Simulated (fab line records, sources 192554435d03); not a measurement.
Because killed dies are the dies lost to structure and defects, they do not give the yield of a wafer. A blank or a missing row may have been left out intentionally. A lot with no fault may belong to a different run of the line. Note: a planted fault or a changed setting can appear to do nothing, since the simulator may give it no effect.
Lot-split experiment + flow n5_finfet + 21 wafers read from 7 lots, route of 1938 steps

== THE SPLIT ITSELF ==
At N5_BEOL_M0_ETCH_138 (etches SiCN in CH3F/O2, target depth 12 nm, time 31.6 s), the setting source_w was moved away from the recipe's 395 W on 7 of the 21 wafers read, by -15.5% to +10.6%. All remaining wafers had this setting at the recipe value.

The split's own step is where the reading is taken.

== THE READING ==
rf_vpp_V, in V, at N5_BEOL_M0_ETCH_138 (etches SiCN in CH3F/O2, target depth 12 nm, time 31.6 s). A value of 297.6 V with a standard deviation of 1.7 V is what fault-free wafers of this fab line usually give.

| wafer  | tool, chamber at the split | source_w as run, W | against the recipe | rf_vpp_V, V | against lot-mates on the recipe |
|--------|----------------------------|--------------------|--------------------|-------------|---------------------------------|
| L077.2 | rie_diel-04, 3             | 395                | recipe             | 297.6       | -                               |
| L077.4 | rie_diel-04, 1             | 414.1              | +4.8%              | 294.3       | -3.3                            |
| L077.6 | rie_diel-04, 0             | 395                | recipe             | 297.6       | -                               |
| L084.2 | rie_diel-05, 0             | 333.6              | -15.5%             | 311.9       | +15.3                           |
| L084.3 | rie_diel-05, 2             | 395                | recipe             | 297.8       | -                               |
| L084.5 | rie_diel-05, 0             | 395                | recipe             | 295.3       | -                               |
| L089.1 | rie_diel-05, 3             | 436.7              | +10.6%             | 289.2       | -6.9                            |
| L089.4 | rie_diel-05, 1             | 436.7              | +10.6%             | 286.3       | -9.8                            |
| L089.6 | rie_diel-05, 0             | 395                | recipe             | 296.1       | -                               |
| L090.4 | rie_diel-05, 1             | 395                | recipe             | 295.0       | -                               |
| L090.5 | rie_diel-05, 0             | 395                | recipe             | 295.5       | -                               |
| L090.6 | rie_diel-05, 3             | 360.9              | -8.6%              | 308.3       | +13.1                           |
| L093.1 | rie_diel-02, 0             | 368.7              | -6.7%              | 303.2       | +2.8                            |
| L093.3 | rie_diel-02, 2             | 395                | recipe             | 300.4       | -                               |
| L093.6 | rie_diel-02, 3             | 368.7              | -6.7%              | 305.2       | +4.8                            |
| L092.1 | rie_diel-05, 3             | 395                | recipe             | 298.7       | -                               |
| L092.3 | rie_diel-05, 0             | 395                | recipe             | 296.9       | -                               |
| L092.4 | rie_diel-05, 1             | 395                | recipe             | 296.6       | -                               |
| L096.2 | rie_diel-04, 0             | 395                | recipe             | 296.6       | -                               |
| L096.3 | rie_diel-04, 2             | 395                | recipe             | 296.0       | -                               |
| L096.6 | rie_diel-04, 2             | 395                | recipe             | 294.8       | -                               |

FIT RESULTS
A straight line over all 21 wafers: rf_vpp_V changes by -0.968 V for each +1% of source_w; r = -0.96; the points scatter about the line by 1.7 V.
The same after taking each lot's own level away (the mean of its wafers on the recipe; 21 wafers): -0.908 V for each +1%; r = -0.95; scatter 1.7 V.
According to that fit, moving source_w by its largest amount changes the reading by 14 V.
Across the lots, their own levels run from 295.25 to 300.40 V, a range of 3.0 times the standard deviation given above.
Consequently the slope shifts little with the lot-to-lot level, the two slopes agreeing.
Check: with one of the wafers moved furthest among these (-15.5%) left out of the fit, the line predicts +13.7 V for it against its lot-mates. It came out at +15.3 V against them.
Tool readings at the split's step, against how far the setting was moved: rf_vpp_V r = -0.96.

== OTHER SPLITS ON THESE WAFERS ==
These wafers also went through other splits before the reading. Each is held against what the fit with the lots' levels taken away leaves over:
| other split on the same wafers            | wafers away from the commonest value | r with rf_vpp_V (lot level and that fit taken away) |
|-------------------------------------------|--------------------------------------|-----------------------------------------------------|
| N5_SDB_COAT_05 spin_rpm                   | 5                                    | -0.17                                               |
| N5_HKMG_FIN_COAT_66 spin_rpm              | 8                                    | +0.34                                               |
| N5_MOL_CONTACT_COAG_CVD_140 target_thk_a  | 9                                    | +0.09                                               |
| N5_BEOL_M0_SAQP_SPACER1_ALD_98 ald_cycles | 6                                    | +0.49                                               |
| N5_BEOL_M0_SAQP_ETCH_106 target_depth_a   | 4                                    | +0.00                                               |

== THE FILE'S OWN FIT ==
rf_vpp_V changes by -0.971 V for each +1% of source_w, r = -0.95.
